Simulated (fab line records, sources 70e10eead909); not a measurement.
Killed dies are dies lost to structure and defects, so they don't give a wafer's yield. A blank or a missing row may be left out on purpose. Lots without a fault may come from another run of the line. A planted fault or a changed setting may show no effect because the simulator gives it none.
A struck lot beside a sound one | flow nand_harc | 13 steps out of a route of 1159
Sound: wafers L863.2, L863.5, L863.6. Struck: wafer L873.1. (L873.3, L873.4 of the same lot were not struck and are left out.) The cause comes at the end.
At each step with rows: each side's tool, then ch and its chambers, then its first start. Under that, the readings that differ: sound wafers | struck wafers | difference of the means | sigmas: that difference in standard deviations of wafers without a fault.
alike: readings whose means differ by less than 2 such deviations, and words and numbers that are the same on both sides. not compared: withheld readings, readings that some wafer has no value for, bounds like >300 that may hide the same value, and numbers for which the record gives no deviation and whose values overlap.
The two part at a step that has a row with sigmas, a row that says differs or no value, or rows on one side only. Numbers that don't overlap but have no deviation are shown without sigmas and don't part them. A reading that every wafer of one side lacks parts them only if that side has two wafers or more.

NHARC_P_STI_ETCH_42: etches the open film in N2/H2, target depth 80 nm, overetch 24 nm, time 61 s.
  sound on rie_diel-12 ch 2,3, day 4 00:55; struck on rie_diel-06 ch 3, day 6 11:02
  alike: drypump_motor_current_A, oes_product_au, rf_vpp_V, showerhead_plenum_p_Torr, throttle_valve_pct
  not compared: rf_hours_counter_h
NHARC_P_STI_ETCH_31: etches the open film in CF4/CHF3, target depth 108.9 nm, time 54.5 s.
  sound on rie_diel-12 ch 1,2; struck on rie_diel-06 ch 1
  reading                     | sound             | struck | difference | sigmas
  drypump_motor_current_A (A) | 6.6 6.6 6.1       | 4.8    | -1.6       | -3
  rf_vpp_V (V)                | 370.7 371.3 371.8 | 366.6  | -4.7       | -2
  alike: oes_product_au, showerhead_plenum_p_Torr, throttle_valve_pct
  not compared: rf_hours_counter_h
NHARC_P_STI_ETCH_15: etches the open film in HBr/Cl2, target depth 300 nm, time 100.1 s.
  sound on rie_si-05 ch 1,2, day 4 01:07; struck on rie_si-06 ch 1, day 6 11:13
  alike: drypump_motor_current_A, oes_product_au, throttle_valve_pct
  not compared: rf_hours_counter_h
NHARC_P_STI_CD_MEAS_16:
  sound on cd_sem-01, day 4 01:16; struck on cd_sem-01, day 6 11:23
  alike: cd_nm
NHARC_P_STI_OCD_MEAS_17:
  sound on ocd-02, day 4 01:22; struck on ocd-02, day 6 11:28
  alike: trench_depth_nm, trench_foot_cd_nm
then, 3 steps without rows for these wafers: NHARC_P_STI_STRIP_19 (strips in SPM, time 900 s); NHARC_P_STI_PRECLEAN_32 (cleans in SC1); NHARC_P_STI_SRD_23.
NHARC_P_STI_OCD_MEAS_43:
  sound on ocd-01, day 4 01:53; struck on ocd-01, day 6 11:59
  alike: trench_depth_nm, trench_foot_cd_nm
then, 3 steps without rows for these wafers: NHARC_P_STI_OXIDE_33 (material SiO2, target thk 10 nm, ox time 281 s); NHARC_P_STI_HDPCVD_20 (deposits SiO2); NHARC_P_STI_ANNEAL_34 (time 1800 s).
NHARC_P_STI_CMP_21: polishes, t overpolish 20 s, target thk 380.67 nm.
  sound on cmp-01 ch 0,2,3, day 4 23:07; struck on cmp-01 ch 0, day 7 08:07
  reading              | sound                | struck | difference | sigmas
  overpolish_run_s (s) | 19.988 19.994 19.995 | 67.441 | +47.449    | +99 or more
  t_overpolish_s (s)   | 20 20 20             | 67.445 | +47.445    |
  alike: motor_current_A
  not compared: pad_life_wafers

WHERE THEY PART
First at NHARC_P_STI_ETCH_31; last, within this record, at NHARC_P_STI_CMP_21.

WHY: what the simulator had put in
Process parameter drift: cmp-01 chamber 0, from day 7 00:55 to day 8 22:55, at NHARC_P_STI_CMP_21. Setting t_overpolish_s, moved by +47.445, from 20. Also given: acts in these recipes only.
